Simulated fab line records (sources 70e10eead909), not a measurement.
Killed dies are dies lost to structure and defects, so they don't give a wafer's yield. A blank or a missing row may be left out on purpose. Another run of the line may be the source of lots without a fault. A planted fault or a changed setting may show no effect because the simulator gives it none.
Chamber matching    flow nandHarc    3 sister chambers for NHARC_A_SLIT_DEP_23 on pecvd-01
The step deposits SiON, target thk 100 nm. 16 wafers are shown with their chamber, then 8 later ones without.

WAFERS, EACH WITH ITS CHAMBER
wafer   chamber  heaterPowerW (W)  susceptorTempC (C)
L074.2  2        739               400.07
L074.3  1        649               400.23
L074.4  2        717               400.22
L076.1  2        759               399.85
L076.3  0        696               399.76
L076.6  2        745               399.89
L080.2  0        698               400.10
L080.5  0        705               399.76
L080.6  2        656               400.29
L079.1  1        577               400.25
L079.4  2        691               399.82
L079.5  1        602               400.07
L082.1  2        717               400.17
L082.2  1        662               400.33
L082.6  2        738               400.64
L084.1  2        650               400.09

SIGNATURES (averages over the wafers above)
reading         chamber 0  chamber 1  chamber 2  scatter within a chamber
heaterPowerW    699.67     622.50     712.44     36.1
susceptorTempC  399.8733   400.2200   400.1156   0.222
Rule: for a wafer and a chamber, the distance is found by dividing, reading by reading, the gap between the wafer's reading and the chamber's mean by the reading's scatter, squaring, summing and taking the root. If the next closest chamber is less than 2 further off than the closest, the wafer can't be placed; otherwise it belongs to the closest. The scatter: take each reading less its chamber's mean, square it, sum over the shown wafers, divide by the number of wafers less the number of chambers, and take the root.

WAFERS WHOSE CHAMBER IS MISSING
wafer   heaterPowerW (W)  susceptorTempC (C)
L084.5  650               399.78
L084.6  703               399.80
L085.2  760               400.17
L085.3  708               400.16
L085.4  608               400.35
L086.3  640               400.60
L086.4  660               400.65
L086.6  572               399.92

CHAMBER TAKEN BY EACH
wafer    from the rows above            in truth
L084.5   can't be placed: 0 or 1 or 2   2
L084.6   can't be placed: 0 or 2        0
L085.2   can't be placed: 2 or 0        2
L085.3   can't be placed: 2 or 0        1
L085.4   1                              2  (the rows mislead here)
L086.3   can't be placed: 1 or 2 or 0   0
L086.4   can't be placed: 1 or 2 or 0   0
L086.6   can't be placed: 1 or 0        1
Correctly placed: 0 of 8. Unplaceable from these rows: 7, with the true chamber sitting among the candidates in 6. 1 placed wrongly.
